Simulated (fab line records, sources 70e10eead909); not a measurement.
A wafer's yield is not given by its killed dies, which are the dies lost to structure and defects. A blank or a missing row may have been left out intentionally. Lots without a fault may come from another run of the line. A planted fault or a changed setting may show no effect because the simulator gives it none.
Code-filled problem report in 8D (eight disciplines) form || flow nand_harc || the parts of the form that need people (team, actions taken, sign-off) are left out

## 1. PROBLEM STATEMENT
A mean of 6.06 % is read at NHARC_END_SORT_01 for sort_bin_3_pct, taken on 1 wafer of 1 lot, against 0.25 % (standard deviation 0.21) on wafers free of any fault. Measured from the usual mean, that is +28 standard deviations.
Earliest sighting: wafer L730.3 on prober-01 at day 21 16:07. The record has a number at this step for 15 wafers belonging to 5 lots. Rule for "out" (also "out of limits"): further than 4 standard deviations from the usual mean. Any other wafer with a number is counted as sound.

## 2. WHAT IT IS; WHAT IT IS NOT
{"question": "which readings at this step", "is": "sort_bin_3_pct, defect_limited_yield, killed_at_array, killed_dies, sort_bin_2_pct, sort_n_pass, sort_rim_yield_pct, sort_yield_pct", "is not": "killed_at_other, killed_at_periphery, killed_open, killed_short, sort_bin_4_pct"}
{"question": "which lots", "is": "L730", "is not": "L725, L735, L738, L740"}
{"question": "which wafers of those lots", "is": "L730.3", "is not": "L730.1, L730.2"}
{"question": "read on which gauges", "is": "prober-01", "is not": "prober-02"}
{"question": "when", "is": "from day 21 16:07", "is not": "up to then (5 sound wafers); but 9 sound wafers of L735, L738, L740 came after"}

## 3. SUSPECTS, AND WHAT RULES EACH OUT
Counting: a tool at a process step up to the reading stays a suspect if it ran every lot that is out. Sound lots after the first of them don't rule it out here, since some wafers of a struck lot are sound.
- the gauge at NHARC_END_SORT_01: kept. All the wafers that are out were read on prober-01, and no step on other tools shows them out.
- pvd_sputter-03 at NHARC_A_M0_PVD_21 (deposits Cu, target thk 30 nm, time 20.49 s): kept. It ran the lot that is out, L730 (day 19 22:14).
- pecvd-01 at NHARC_THIN_TSV_DEP_47 (deposits SiO2, target thk 200 nm): kept. It processed L730, the lot that is out, at day 21 01:17, and its most recent sound lot before then was L725 at day 20 06:38.
- pvd_sputter-03 at NHARC_THIN_TSV_PRE_CLEAN_50 (time 30 s): kept. It ran the lot that is out, L730 (day 21 06:04). NHARC_THIN_TSV_PRE_CLEAN_50: start missing for some lots; hours and lot order therefore follow NHARC_THIN_TSV_ETCH_36.
- rie_metal-03 at NHARC_THIN_TSV_ETCH_36 (etches the open film in Cl2/BCl3, target depth 65 nm, time 18.571 s): kept. It ran the lot that is out, L730 (day 21 06:04).
- pecvd-01, NHARC_THIN_TSV_DEP_47: wafers that are out in chamber 1, sound lot-mates in chambers 0, 2.
Left after counting: pvd_sputter-03 at NHARC_A_M0_PVD_21, pecvd-01 at NHARC_THIN_TSV_DEP_47, pvd_sputter-03 at NHARC_THIN_TSV_PRE_CLEAN_50, rie_metal-03 at NHARC_THIN_TSV_ETCH_36, prober-01 at NHARC_END_SORT_01.

## 4. THE CAUSE (what the simulator had put in)
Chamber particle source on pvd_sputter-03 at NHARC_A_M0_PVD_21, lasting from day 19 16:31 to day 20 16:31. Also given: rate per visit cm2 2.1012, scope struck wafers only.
After counting, 5 suspects remain, this tool included.

## 5. SEQUENCE OF EFFECTS, ordered by route
One row per reading whose mean, taken over the struck wafers that have a number, lies over 3 standard deviations from the usual. Scope: only readings with a usual standard deviation given in the record; hours: median across lots of the time from each lot's start at the first step in this table that gives one to its start at this step; sigmas: change in usual standard deviations.
{"hours": 0, "step": "NHARC_END_SORT_01", "reading": "defect_limited_yield", "usual": "95.3 %", "on struck wafers": 84.6, "change": -10.7, "sigmas": -6.7}
{"hours": 0, "step": "NHARC_END_SORT_01", "reading": "killed_at_array", "usual": 28, "on struck wafers": 100, "change": "+72", "sigmas": "+7.2"}
{"hours": 0, "step": "NHARC_END_SORT_01", "reading": "killed_dies", "usual": 32, "on struck wafers": 104, "change": "+72", "sigmas": "+6.5"}
{"hours": 0, "step": "NHARC_END_SORT_01", "reading": "sort_bin_2_pct", "usual": "1.5 %", "on struck wafers": 6.4, "change": "+4.9", "sigmas": "+7.8"}
{"hours": 0, "step": "NHARC_END_SORT_01", "reading": "sort_bin_3_pct", "usual": "0.25 %", "on struck wafers": 6.06, "change": "+5.81", "sigmas": "+28"}
{"hours": 0, "step": "NHARC_END_SORT_01", "reading": "sort_n_pass", "usual": 645, "on struck wafers": 573, "change": -72, "sigmas": -6.5}
{"hours": 0, "step": "NHARC_END_SORT_01", "reading": "sort_rim_yield_pct", "usual": "97.6 %", "on struck wafers": 86.8, "change": -10.8, "sigmas": -6.7}
{"hours": 0, "step": "NHARC_END_SORT_01", "reading": "sort_yield_pct", "usual": "95.3 %", "on struck wafers": 84.6, "change": -10.7, "sigmas": -6.7}

## 6. HOW IT WOULD HAVE BEEN CAUGHT EARLIER
Counted from the fault's start at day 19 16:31, it took 48 hours until the first out-of-limits reading at a measuring or inspecting step in this record, taken at day 21 16:07.
No tool reading at NHARC_A_M0_PVD_21 that has a usual standard deviation in the record was out on any struck wafer, so an alarm limit of 4 standard deviations on those readings would not have fired.
By day 21 16:07, every lot that is out (1) had started NHARC_A_M0_PVD_21 on pvd_sputter-03. Tool hold at that time: it would have spared none of them.
